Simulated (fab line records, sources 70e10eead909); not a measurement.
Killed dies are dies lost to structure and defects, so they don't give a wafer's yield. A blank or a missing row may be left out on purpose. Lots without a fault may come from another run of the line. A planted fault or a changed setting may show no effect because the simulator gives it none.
Problem report in the 8D (eight disciplines) form, filled by code | flow nand_harc | the parts of the form that need people (team, actions taken, sign-off) are left out

1. THE PROBLEM
killed_at_periphery at NHARC_END_SORT_01 reads a mean of 81.0 on 1 wafer of 1 lot; wafers without a fault read 3.5 with a standard deviation of 2.2. That is +35 standard deviations from the usual mean.
First seen on wafer L599.6, day 33 04:55, on prober-01. The record holds 36 wafers of 12 lots with a number at this step. Rule for "out", or "out of limits": more than 4 standard deviations from the usual mean. The other wafers with a number count as sound.

2. WHAT IT IS AND WHAT IT IS NOT
question                    | is                                        | is not
which readings at this step | killed_at_periphery, defect_limited_yield | killed_at_array, killed_at_other, killed_open, killed_short
which lots                  | L599                                      | L580, L581, L582, L583, L584, L586, L587, L589, L591, L596, L603
which wafers of those lots  | L599.6                                    | L599.4, L599.5
read on which gauges        | prober-01                                 | prober-02
when                        | from day 33 04:55                         | up to then (32 sound wafers); but 3 sound wafers of L603 came after

3. SUSPECTS, AND WHAT RULES EACH OUT
Counting: a tool at a process step up to the reading stays a suspect if it ran every lot that is out. Sound lots after the first of them don't rule it out here, since some wafers of a struck lot are sound.
- the gauge at NHARC_END_SORT_01: kept. All the wafers that are out were read on prober-01, and no step on other tools shows them out.
- pvd_sputter-01 at NHARC_P_BONDPAD_PRE_CLEAN_26 (time 30 s): kept. It ran the lot that is out, L599 (day 14 19:32); its last sound lot up to then is L596 (day 13 08:02).
- rie_diel-09 at NHARC_A_BONDPAD_STRIP_15 (strips in O2): kept. It ran the lot that is out, L599 (day 31 11:13); its last sound lot up to then is L580 (day 22 18:36).
- grinder-01 at NHARC_THIN_TSV_GRIND_00: kept. It ran the lot that is out, L599 (day 32 00:36); its last sound lot up to then is L596 (day 29 19:46).
Left after counting: pvd_sputter-01 at NHARC_P_BONDPAD_PRE_CLEAN_26, rie_diel-09 at NHARC_A_BONDPAD_STRIP_15, grinder-01 at NHARC_THIN_TSV_GRIND_00, prober-01 at NHARC_END_SORT_01.

4. THE CAUSE (what the simulator had put in)
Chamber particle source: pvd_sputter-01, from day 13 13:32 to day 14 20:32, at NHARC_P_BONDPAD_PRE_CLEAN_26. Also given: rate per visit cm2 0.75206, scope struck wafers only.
Counting left 4 suspects, and this tool is among them.

5. THE CHAIN OF EFFECTS, in route order
Each row: a reading whose mean over the struck wafers that have a number lies more than 3 standard deviations from the usual. Only readings for which the record gives a usual standard deviation are gone through. hours: the time from each lot's start at the first step in this table that gives one to its start at this step, as a median over the lots. sigmas: the change in usual standard deviations.
hours | step              | reading              | usual  | on struck wafers | change | sigmas
0     | NHARC_END_SORT_01 | defect_limited_yield | 90.6 % | 78.9             | -11.7  | -4.0
0     | NHARC_END_SORT_01 | killed_at_periphery  | 3.5    | 81.0             | +77.5  | +35
0     | NHARC_END_SORT_01 | killed_dies          | 63     | 143              | +80    | +4.0

6. WHAT WOULD HAVE CAUGHT IT SOONER
In this record the first reading out of limits at a measuring or inspecting step was taken at day 33 04:55, 471 hours after the fault began at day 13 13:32.
Of the tool readings at NHARC_P_BONDPAD_PRE_CLEAN_26 for which the record gives a usual standard deviation, none was out on any struck wafer, so an alarm limit of 4 standard deviations on them would not have fired.
All the lots that are out (1) had begun NHARC_P_BONDPAD_PRE_CLEAN_26 on pvd_sputter-01 by day 33 04:55. A hold on the tool at that time would have spared none of them.
